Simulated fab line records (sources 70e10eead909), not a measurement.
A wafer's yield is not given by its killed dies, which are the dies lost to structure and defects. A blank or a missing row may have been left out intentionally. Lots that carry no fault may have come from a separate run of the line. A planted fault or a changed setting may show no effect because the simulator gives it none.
The tool behind it: which one? :: flow nand-harc :: 72 wafers from 24 lots sampled at 6 of the route's 1302 steps

== WHAT EACH GAUGE READ, for each wafer ==
NHARC_A_ONON_D2_THK_MEAS_34: measures by ellipsometry.
lot: L074
measured: day 13 02:16
on: film-metro-01
thk-nm (nm): 194.0 194.7 199.5

lot: L076
measured: day 13 07:07
on: film-metro-02
thk-nm (nm): 193.6 200.1 200.0

lot: L075
measured: day 13 07:14
on: film-metro-01
thk-nm (nm): 199.5 201.8 199.4

lot: L077
measured: day 14 17:33
on: film-metro-01
thk-nm (nm): 198.3 203.3 201.2

lot: L078
measured: day 14 17:37
on: film-metro-01
thk-nm (nm): 199.7 203.4 200.1

lot: L079
measured: day 15 00:54
on: film-metro-02
thk-nm (nm): 200.0 205.6 202.4

lot: L080
measured: day 15 11:05
on: film-metro-01
thk-nm (nm): 203.5 204.4 205.5

lot: L082
measured: day 16 03:17
on: film-metro-01
thk-nm (nm): 198.2 200.7 200.8

lot: L081
measured: day 16 03:20
on: film-metro-02
thk-nm (nm): 198.3 204.3 204.6

lot: L084
measured: day 16 20:11
on: film-metro-01
thk-nm (nm): 199.6 204.5 203.4

lot: L083
measured: day 16 20:11
on: film-metro-01
thk-nm (nm): 197.5 201.2 200.3

lot: L085
measured: day 17 11:28
on: film-metro-02
thk-nm (nm): 199.6 199.6 203.1

lot: L086
measured: day 17 20:25
on: film-metro-02
thk-nm (nm): 202.2 201.7 205.4

lot: L087
measured: day 18 20:07
on: film-metro-01
thk-nm (nm): 197.2 199.5 197.3

lot: L088
measured: day 18 20:09
on: film-metro-01
thk-nm (nm): 198.4 198.8 202.8

lot: L089
measured: day 19 00:02
on: film-metro-01
thk-nm (nm): 197.9 198.4 196.6

lot: L090
measured: day 19 17:38
on: film-metro-02
thk-nm (nm): 204.1 196.9 203.1

lot: L091
measured: day 19 23:13
on: film-metro-02
thk-nm (nm): 195.3 198.9 198.2

lot: L092
measured: day 20 16:32
on: film-metro-02
thk-nm (nm): 199.7 200.4 199.7

lot: L093
measured: day 20 16:34
on: film-metro-01
thk-nm (nm): 193.9 199.5 197.4

lot: L094
measured: day 20 23:40
on: film-metro-01
thk-nm (nm): 196.2 193.6 201.9

lot: L095
measured: day 21 19:20
on: film-metro-01
thk-nm (nm): 197.7 200.3 205.0

lot: L096
measured: day 22 02:31
on: film-metro-01
thk-nm (nm): 197.9 196.6 199.2

lot: L097
measured: day 22 10:50
on: film-metro-02
thk-nm (nm): 197.6 194.8 199.9

NHARC_A_CHANNEL_HOLE_D2_OVL_MEAS_11.
lot: L074
measured: day 13 05:10
on: overlay-02
overlay-x-nm (nm): 0.3 0.0 -0.2
overlay-y-nm (nm): 1.5 1.6 1.4

lot: L076
measured: day 13 12:13
on: overlay-01
overlay-x-nm (nm): 1.3 1.0 1.4
overlay-y-nm (nm): 2.0 2.5 2.0

lot: L075
measured: day 13 12:26
on: overlay-02
overlay-x-nm (nm): 0.0 0.4 0.0
overlay-y-nm (nm): 0.1 0.2 0.4

lot: L077
measured: day 14 20:19
on: overlay-01
overlay-x-nm (nm): 0.3 0.9 0.6
overlay-y-nm (nm): 0.3 0.4 0.9

lot: L078
measured: day 14 20:31
on: overlay-02
overlay-x-nm (nm): 1.4 1.8 1.4
overlay-y-nm (nm): -2.3 -1.8 -2.7

lot: L079
measured: day 15 04:00
on: overlay-01
overlay-x-nm (nm): -0.2 -0.8 0.1
overlay-y-nm (nm): -0.1 -0.7 -0.6

lot: L080
measured: day 15 15:45
on: overlay-02
overlay-x-nm (nm): 0.1 0.0 0.0
overlay-y-nm (nm): 0.1 -0.3 -0.1

lot: L082
measured: day 16 08:23
on: overlay-02
overlay-x-nm (nm): -0.1 -0.1 0.5
overlay-y-nm (nm): 1.5 0.9 0.2

lot: L081
measured: day 16 08:40
on: overlay-01
overlay-x-nm (nm): -0.4 -0.7 -0.2
overlay-y-nm (nm): 0.3 0.7 0.7

lot: L084
measured: day 16 22:58
on: overlay-01
overlay-x-nm (nm): -0.9 -1.0 -0.6
overlay-y-nm (nm): 0.6 0.4 1.3

lot: L083
measured: day 17 01:00
on: overlay-01
overlay-x-nm (nm): 0.3 0.7 0.4
overlay-y-nm (nm): -0.3 -0.7 -0.2

lot: L085
measured: day 17 14:22
on: overlay-01
overlay-x-nm (nm): 0.2 -0.1 0.2
overlay-y-nm (nm): 0.8 0.9 0.3

lot: L086
measured: day 17 23:18
on: overlay-01
overlay-x-nm (nm): -0.5 0.0 -0.2
overlay-y-nm (nm): 2.0 1.6 1.1

lot: L087
measured: day 19 02:39
on: overlay-01
overlay-x-nm (nm): -0.3 -0.3 -0.4
overlay-y-nm (nm): 0.6 0.7 0.7

lot: L088
measured: day 19 02:52
on: overlay-02
overlay-x-nm (nm): 0.0 0.3 0.6
overlay-y-nm (nm): -0.3 -0.7 -1.1

lot: L089
measured: day 19 04:56
on: overlay-02
overlay-x-nm (nm): 2.1 1.2 1.2
overlay-y-nm (nm): -2.2 -2.3 -2.0

lot: L090
measured: day 19 23:04
on: overlay-01
overlay-x-nm (nm): 0.3 -0.1 -0.2
overlay-y-nm (nm): -0.8 -0.3 -0.4

lot: L091
measured: day 20 02:50
on: overlay-01
overlay-x-nm (nm): 1.0 0.8 1.4
overlay-y-nm (nm): -0.2 0.0 -0.1

lot: L092
measured: day 20 19:25
on: overlay-02
overlay-x-nm (nm): -0.5 -0.7 -0.5
overlay-y-nm (nm): -0.4 -0.8 -1.0

lot: L093
measured: day 20 19:34
on: overlay-02
overlay-x-nm (nm): 0.1 0.3 0.8
overlay-y-nm (nm): -1.0 -0.4 -0.2

lot: L094
measured: day 21 02:31
on: overlay-02
overlay-x-nm (nm): 0.6 1.4 0.9
overlay-y-nm (nm): 0.4 1.0 0.6

lot: L095
measured: day 21 22:04
on: overlay-02
overlay-x-nm (nm): -0.6 -1.2 -1.9
overlay-y-nm (nm): -2.2 -2.1 -1.4

lot: L096
measured: day 22 05:23
on: overlay-02
overlay-x-nm (nm): 0.1 0.3 0.5
overlay-y-nm (nm): -0.7 -0.1 -0.5

lot: L097
measured: day 22 13:44
on: overlay-02
overlay-x-nm (nm): 0.6 0.8 1.0
overlay-y-nm (nm): -1.7 -1.8 -1.7

NHARC_A_CHANNEL_HOLE_D2_CD_MEAS_18.
lot: L074
measured: day 13 06:22
on: cd-sem-01
cd-nm (nm): 97.8 99.5 99.4

lot: L076
measured: day 13 13:26
on: cd-sem-01
cd-nm (nm): 102.2 99.4 99.3

lot: L075
measured: day 13 13:38
on: cd-sem-03
cd-nm (nm): 100.1 100.9 100.6

lot: L077
measured: day 14 21:32
on: cd-sem-02
cd-nm (nm): 99.8 97.3 97.9

lot: L078
measured: day 14 21:44
on: cd-sem-03
cd-nm (nm): 101.6 101.4 99.1

lot: L079
measured: day 15 05:13
on: cd-sem-03
cd-nm (nm): 102.4 102.7 102.8

lot: L080
measured: day 15 16:58
on: cd-sem-01
cd-nm (nm): 93.3 97.1 100.0

lot: L082
measured: day 16 09:36
on: cd-sem-01
cd-nm (nm): 101.4 98.4 98.8

lot: L081
measured: day 16 09:52
on: cd-sem-02
cd-nm (nm): 99.2 103.0 99.1

lot: L084
measured: day 17 00:16
on: cd-sem-01
cd-nm (nm): 101.2 104.8 100.9

lot: L083
measured: day 17 02:28
on: cd-sem-01
cd-nm (nm): 99.2 100.0 98.5

lot: L085
measured: day 17 16:11
on: cd-sem-01
cd-nm (nm): 98.9 103.7 100.9

lot: L086
measured: day 18 00:31
on: cd-sem-01
cd-nm (nm): 102.2 100.9 97.8

lot: L087
measured: day 19 03:52
on: cd-sem-03
cd-nm (nm): 100.7 101.9 100.0

lot: L088
measured: day 19 04:05
on: cd-sem-01
cd-nm (nm): 99.2 101.5 98.0

lot: L089
measured: day 19 06:08
on: cd-sem-01
cd-nm (nm): 101.3 102.6 100.0

lot: L090
measured: day 20 00:17
on: cd-sem-02
cd-nm (nm): 98.0 101.1 106.5

lot: L091
measured: day 20 04:03
on: cd-sem-02
cd-nm (nm): 99.4 98.3 97.0

lot: L092
measured: day 20 20:37
on: cd-sem-02
cd-nm (nm): 97.4 103.6 98.9

lot: L093
measured: day 20 21:14
on: cd-sem-03
cd-nm (nm): 100.2 99.2 98.0

lot: L094
measured: day 21 03:44
on: cd-sem-02
cd-nm (nm): 100.5 103.5 100.8

lot: L095
measured: day 21 23:16
on: cd-sem-01
cd-nm (nm): 103.2 99.9 100.7

lot: L096
measured: day 22 06:36
on: cd-sem-03
cd-nm (nm): 100.5 102.3 101.8

lot: L097
measured: day 22 14:57
on: cd-sem-03
cd-nm (nm): 97.8 100.5 102.4

NHARC_A_CHANNEL_FILL_D2_INSPECT_13.
lot: L074
measured: day 15 17:15
on: defect-inspect-01
raw-defect-count: 208 140 185

lot: L076
measured: day 15 21:45
on: defect-inspect-01
raw-defect-count: 309 270 309

lot: L075
measured: day 15 17:16
on: defect-inspect-02
raw-defect-count: 306 284 224

lot: L077
measured: day 17 04:01
on: defect-inspect-02
raw-defect-count: 360 305 320

lot: L078
measured: day 17 08:37
on: defect-inspect-02
raw-defect-count: 377 397 564

lot: L079
measured: day 17 08:37
on: defect-inspect-01
raw-defect-count: 189 204 291

lot: L080
measured: day 18 05:11
on: defect-inspect-02
raw-defect-count: 397 500 567

lot: L082
measured: day 18 19:22
on: defect-inspect-01
raw-defect-count: 304 347 415

lot: L081
measured: day 18 19:12
on: defect-inspect-02
raw-defect-count: 278 240 270

lot: L084
measured: day 19 09:22
on: defect-inspect-01
raw-defect-count: 433 342 490

lot: L083
measured: day 19 09:19
on: defect-inspect-02
raw-defect-count: 317 298 430

lot: L085
measured: day 19 22:07
on: defect-inspect-01
raw-defect-count: 463 621 445

lot: L086
measured: day 20 06:04
on: defect-inspect-02
raw-defect-count: 343 349 331

lot: L087
measured: day 21 09:33
on: defect-inspect-02
raw-defect-count: 455 637 388

lot: L088
measured: day 21 09:34
on: defect-inspect-01
raw-defect-count: 252 317 244

lot: L089
measured: day 21 18:06
on: defect-inspect-01
raw-defect-count: 207 390 324

lot: L090
measured: day 22 07:13
on: defect-inspect-01
raw-defect-count: 464 616 224

lot: L091
measured: day 22 20:12
on: defect-inspect-01
raw-defect-count: 233 250 274

lot: L092
measured: day 23 02:10
on: defect-inspect-01
raw-defect-count: 489 355 238

lot: L093
measured: day 23 02:09
on: defect-inspect-02
raw-defect-count: 391 355 317

lot: L094
measured: day 23 12:11
on: defect-inspect-02
raw-defect-count: 288 272 311

lot: L095
measured: day 24 06:59
on: defect-inspect-02
raw-defect-count: 500 528 331

lot: L096
measured: day 24 14:13
on: defect-inspect-02
raw-defect-count: 370 303 264

lot: L097
measured: day 24 21:05
on: defect-inspect-02
raw-defect-count: 392 288 408

== WHICH TOOL RAN EACH LOT (tool, then ch and the chambers of the sampled wafers, then the start) ==
lot: L074
NHARC_A_CHANNEL_HOLE_D2_DEP_00: acl-dep-01 ch 0, day 13 02:43
NHARC_A_CHANNEL_FILL_D2_ALD_16: ald-hk-03 ch 1,2,3, day 14 00:31

lot: L076
NHARC_A_CHANNEL_HOLE_D2_DEP_00: acl-dep-02 ch 0, day 13 10:13
NHARC_A_CHANNEL_FILL_D2_ALD_16: ald-hk-02 ch 1,2,3, day 14 08:14

lot: L075
NHARC_A_CHANNEL_HOLE_D2_DEP_00: acl-dep-03 ch 0, day 13 09:59
NHARC_A_CHANNEL_FILL_D2_ALD_16: ald-hk-04 ch 2,3, day 14 08:11

lot: L077
NHARC_A_CHANNEL_HOLE_D2_DEP_00: acl-dep-02 ch 0, day 14 18:01
NHARC_A_CHANNEL_FILL_D2_ALD_16: ald-hk-03 ch 0,2,3, day 15 15:55

lot: L078
NHARC_A_CHANNEL_HOLE_D2_DEP_00: acl-dep-03 ch 0, day 14 18:23
NHARC_A_CHANNEL_FILL_D2_ALD_16: ald-hk-03 ch 0,1,2, day 15 21:20

lot: L079
NHARC_A_CHANNEL_HOLE_D2_DEP_00: acl-dep-03 ch 0, day 15 01:41
NHARC_A_CHANNEL_FILL_D2_ALD_16: ald-hk-04 ch 0,1, day 15 21:17

lot: L080
NHARC_A_CHANNEL_HOLE_D2_DEP_00: acl-dep-03 ch 0, day 15 13:39
NHARC_A_CHANNEL_FILL_D2_ALD_16: ald-hk-03 ch 0,1, day 16 13:20

lot: L082
NHARC_A_CHANNEL_HOLE_D2_DEP_00: acl-dep-01 ch 0, day 16 06:06
NHARC_A_CHANNEL_FILL_D2_ALD_16: ald-hk-02 ch 1,3, day 17 05:27

lot: L081
NHARC_A_CHANNEL_HOLE_D2_DEP_00: acl-dep-03 ch 0, day 16 06:16
NHARC_A_CHANNEL_FILL_D2_ALD_16: ald-hk-03 ch 2,3, day 17 05:27

lot: L084
NHARC_A_CHANNEL_HOLE_D2_DEP_00: acl-dep-02 ch 0, day 16 20:59
NHARC_A_CHANNEL_FILL_D2_ALD_16: ald-hk-03 ch 1,2,3, day 17 18:25

lot: L083
NHARC_A_CHANNEL_HOLE_D2_DEP_00: acl-dep-02 ch 0, day 16 22:34
NHARC_A_CHANNEL_FILL_D2_ALD_16: ald-hk-03 ch 0,1,2, day 17 22:37

lot: L085
NHARC_A_CHANNEL_HOLE_D2_DEP_00: acl-dep-02 ch 0, day 17 11:56
NHARC_A_CHANNEL_FILL_D2_ALD_16: ald-hk-04 ch 0,1,3, day 18 10:38

lot: L086
NHARC_A_CHANNEL_HOLE_D2_DEP_00: acl-dep-01 ch 0, day 17 21:31
NHARC_A_CHANNEL_FILL_D2_ALD_16: ald-hk-03 ch 2,3, day 18 18:37

lot: L087
NHARC_A_CHANNEL_HOLE_D2_DEP_00: acl-dep-01 ch 0, day 19 00:39
NHARC_A_CHANNEL_FILL_D2_ALD_16: ald-hk-03 ch 0,3, day 19 22:16

lot: L088
NHARC_A_CHANNEL_HOLE_D2_DEP_00: acl-dep-03 ch 0, day 19 00:25
NHARC_A_CHANNEL_FILL_D2_ALD_16: ald-hk-03 ch 0,2,3, day 19 22:06

lot: L089
NHARC_A_CHANNEL_HOLE_D2_DEP_00: acl-dep-03 ch 0, day 19 02:20
NHARC_A_CHANNEL_FILL_D2_ALD_16: ald-hk-04 ch 1,2,3, day 20 02:15

lot: L090
NHARC_A_CHANNEL_HOLE_D2_DEP_00: acl-dep-02 ch 0, day 19 21:25
NHARC_A_CHANNEL_FILL_D2_ALD_16: ald-hk-02 ch 2,3, day 20 19:59

lot: L091
NHARC_A_CHANNEL_HOLE_D2_DEP_00: acl-dep-02 ch 0, day 20 00:50
NHARC_A_CHANNEL_FILL_D2_ALD_16: ald-hk-04 ch 0,2, day 20 22:59

lot: L092
NHARC_A_CHANNEL_HOLE_D2_DEP_00: acl-dep-03 ch 0, day 20 17:19
NHARC_A_CHANNEL_FILL_D2_ALD_16: ald-hk-03 ch 0,2, day 21 14:48

lot: L093
NHARC_A_CHANNEL_HOLE_D2_DEP_00: acl-dep-02 ch 0, day 20 16:44
NHARC_A_CHANNEL_FILL_D2_ALD_16: ald-hk-04 ch 2,3, day 21 14:49

lot: L094
NHARC_A_CHANNEL_HOLE_D2_DEP_00: acl-dep-02 ch 0, day 20 23:47
NHARC_A_CHANNEL_FILL_D2_ALD_16: ald-hk-03 ch 0,3, day 22 00:11

lot: L095
NHARC_A_CHANNEL_HOLE_D2_DEP_00: acl-dep-02 ch 0, day 21 19:29
NHARC_A_CHANNEL_FILL_D2_ALD_16: ald-hk-03 ch 0,1,3, day 22 18:10

lot: L096
NHARC_A_CHANNEL_HOLE_D2_DEP_00: acl-dep-03 ch 0, day 22 02:58
NHARC_A_CHANNEL_FILL_D2_ALD_16: ald-hk-02 ch 0,1,3, day 23 02:11

lot: L097
NHARC_A_CHANNEL_HOLE_D2_DEP_00: acl-dep-01 ch 0, day 22 10:59
NHARC_A_CHANNEL_FILL_D2_ALD_16: ald-hk-03 ch 0,1,2, day 23 09:17
- NHARC_A_CHANNEL_HOLE_D2_DEP_00: deposits aC, target thk 3100 nm.
- NHARC_A_CHANNEL_FILL_D2_ALD_16: deposits SiO2, target thk 1.5 nm, pulse time 10 s, ald cycles 15.

== WHAT THE TOOLS THEMSELVES READ (means of the sampled wafers that have a number; where no wafer has one, the mark that the record gives instead) ==
NHARC_A_CHANNEL_HOLE_D2_DEP_00.
lot: L074
tool: acl-dep-01
throttle-valve-pct (%): 35.003

lot: L076
tool: acl-dep-02
throttle-valve-pct (%): 35.005

lot: L075
tool: acl-dep-03
throttle-valve-pct (%): 35.004

lot: L077
tool: acl-dep-02
throttle-valve-pct (%): 35.009

lot: L078
tool: acl-dep-03
throttle-valve-pct (%): 35.000

lot: L079
tool: acl-dep-03
throttle-valve-pct (%): 34.995

lot: L080
tool: acl-dep-03
throttle-valve-pct (%): 35.005

lot: L082
tool: acl-dep-01
throttle-valve-pct (%): 34.994

lot: L081
tool: acl-dep-03
throttle-valve-pct (%): 34.995

lot: L084
tool: acl-dep-02
throttle-valve-pct (%): 34.994

lot: L083
tool: acl-dep-02
throttle-valve-pct (%): 34.998

lot: L085
tool: acl-dep-02
throttle-valve-pct (%): 35.000

lot: L086
tool: acl-dep-01
throttle-valve-pct (%): 34.999

lot: L087
tool: acl-dep-01
throttle-valve-pct (%): 35.005

lot: L088
tool: acl-dep-03
throttle-valve-pct (%): 34.998

lot: L089
tool: acl-dep-03
throttle-valve-pct (%): 35.004

lot: L090
tool: acl-dep-02
throttle-valve-pct (%): 34.998

lot: L091
tool: acl-dep-02
throttle-valve-pct (%): 35.006

lot: L092
tool: acl-dep-03
throttle-valve-pct (%): 35.001

lot: L093
tool: acl-dep-02
throttle-valve-pct (%): 34.999

lot: L094
tool: acl-dep-02
throttle-valve-pct (%): 35.004

lot: L095
tool: acl-dep-02
throttle-valve-pct (%): 34.993

lot: L096
tool: acl-dep-03
throttle-valve-pct (%): 34.999

lot: L097
tool: acl-dep-01
throttle-valve-pct (%): 35.003

NHARC_A_CHANNEL_FILL_D2_ALD_16.
lot: L074
tool: ald-hk-03
heater-power-outer-w (W): 286
heater-power-w (W): 503
precursor-pulse-height-rel: 0.991

lot: L076
tool: ald-hk-02
heater-power-outer-w (W): 281
heater-power-w (W): 490
precursor-pulse-height-rel: 0.991

lot: L075
tool: ald-hk-04
heater-power-outer-w (W): 260
heater-power-w (W): 470
precursor-pulse-height-rel: 1.022

lot: L077
tool: ald-hk-03
heater-power-outer-w (W): 301
heater-power-w (W): 530
precursor-pulse-height-rel: 1.014

lot: L078
tool: ald-hk-03
heater-power-outer-w (W): 271
heater-power-w (W): 481
precursor-pulse-height-rel: 1.014

lot: L079
tool: ald-hk-04
heater-power-outer-w (W): 262
heater-power-w (W): 478
precursor-pulse-height-rel: 0.993

lot: L080
tool: ald-hk-03
heater-power-outer-w (W): 225
heater-power-w (W): 421
precursor-pulse-height-rel: 1.010

lot: L082
tool: ald-hk-02
heater-power-outer-w (W): 245
heater-power-w (W): 441
precursor-pulse-height-rel: 1.000

lot: L081
tool: ald-hk-03
heater-power-outer-w (W): 320
heater-power-w (W): 559
precursor-pulse-height-rel: 1.009

lot: L084
tool: ald-hk-03
heater-power-outer-w (W): 284
heater-power-w (W): 508
precursor-pulse-height-rel: 0.986

lot: L083
tool: ald-hk-03
heater-power-outer-w (W): 269
heater-power-w (W): 476
precursor-pulse-height-rel: 1.003

lot: L085
tool: ald-hk-04
heater-power-outer-w (W): 262
heater-power-w (W): 471
precursor-pulse-height-rel: 1.006

lot: L086
tool: ald-hk-03
heater-power-outer-w (W): 319
heater-power-w (W): 540
precursor-pulse-height-rel: 1.032

lot: L087
tool: ald-hk-03
heater-power-outer-w (W): 293
heater-power-w (W): 508
precursor-pulse-height-rel: 1.003

lot: L088
tool: ald-hk-03
heater-power-outer-w (W): 306
heater-power-w (W): 530
precursor-pulse-height-rel: 1.005

lot: L089
tool: ald-hk-04
heater-power-outer-w (W): 257
heater-power-w (W): 449
precursor-pulse-height-rel: 1.007

lot: L090
tool: ald-hk-02
heater-power-outer-w (W): 268
heater-power-w (W): 473
precursor-pulse-height-rel: 1.004

lot: L091
tool: ald-hk-04
heater-power-outer-w (W): 262
heater-power-w (W): 475
precursor-pulse-height-rel: 0.988

lot: L092
tool: ald-hk-03
heater-power-outer-w (W): 292
heater-power-w (W): 490
precursor-pulse-height-rel: 1.003

lot: L093
tool: ald-hk-04
heater-power-outer-w (W): 254
heater-power-w (W): 462
precursor-pulse-height-rel: 1.003

lot: L094
tool: ald-hk-03
heater-power-outer-w (W): 306
heater-power-w (W): 541
precursor-pulse-height-rel: 0.991

lot: L095
tool: ald-hk-03
heater-power-outer-w (W): 270
heater-power-w (W): 484
precursor-pulse-height-rel: 1.001

lot: L096
tool: ald-hk-02
heater-power-outer-w (W): 255
heater-power-w (W): 453
precursor-pulse-height-rel: 1.000

lot: L097
tool: ald-hk-03
heater-power-outer-w (W): 270
heater-power-w (W): 477
precursor-pulse-height-rel: 0.980

== THE ANSWER, worked out from the rows above alone ==
Rule: what is usual is taken from the lots themselves. The widest of any qualifying gaps counts: lots, ordered by their means at a reading, are off when they make up no more than a third of the lots, leave a main group of 4 or more, and stand apart from it by 3 or more times the standard deviation of that group's means. A main group whose means are all the same, to the digits that the tables above print for the reading, isn't used. Also off: a lot with no number at a reading for which 4 or more lots have one. The other lots that the step has rows for count as sound. First the gauges in route order, then the tools' own readings, where a lot's mean is used as printed above. At the first step where some lot is off, the reading lying furthest off is the one used; lots without a number count as furthest.
No lot is off at any reading shown: from this, nothing can be told.

== WHAT HAD BEEN PUT IN BY THE SIMULATOR ==
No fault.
